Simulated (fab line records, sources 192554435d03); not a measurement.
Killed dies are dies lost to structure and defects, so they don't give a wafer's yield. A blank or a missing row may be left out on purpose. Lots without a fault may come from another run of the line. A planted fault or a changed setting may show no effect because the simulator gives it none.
Chamber matching | flow n5_finfet | N5_BEOL_M0_CO_CAP_123 on cvd_co-02: 3 sister chambers
The step material Co, precursor CCTBA/H2, target thk 2 nm, time 102.1 s. 3 wafers are shown with their chamber, then 12 later ones without.

WAFERS WITH THEIR CHAMBER
wafer  | chamber | heater_power_w (W)
L086.1 | 2       | 230
L086.3 | 0       | 246
L086.4 | 1       | 196

WAFERS WITHOUT THEIR CHAMBER
wafer  | heater_power_w (W)
L088.3 | 192
L088.5 | 193
L088.6 | 231
L089.4 | 244
L089.5 | 232
L089.6 | 197
L093.2 | 190
L093.4 | 237
L093.6 | 248
L095.1 | 238
L095.5 | 248
L095.6 | 233

WHICH CHAMBER EACH WENT THROUGH
wafer  | from the rows above     | in truth
L088.3 | 1                       | 1
L088.5 | 1                       | 1
L088.6 | 2                       | 2
L089.4 | 0                       | 0
L089.5 | 2                       | 2
L089.6 | 1                       | 1
L093.2 | 1                       | 1
L093.4 | can't be placed: 2 or 0 | 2
L093.6 | 0                       | 0
L095.1 | can't be placed: 0 or 2 | 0
L095.5 | 0                       | 0
L095.6 | 2                       | 2
Placed correctly: 10 of 12. Can't be placed from these rows: 2 (the true chamber is among the candidates in 2). Placed wrongly: 0.
How it was worked out, from the rows above alone: a wafer's distance from a chamber is the root of the sum, over the readings, of the square of ((its reading less the chamber's mean) divided by the reading's scatter). The wafer belongs to the nearest chamber; if the next one is less than 2 further off, it can't be placed. A chamber's mean is the mean of its shown wafers. The scatter: with one shown wafer a chamber, the root of the mean of the squares of how far each hidden wafer lies from its nearest shown one.
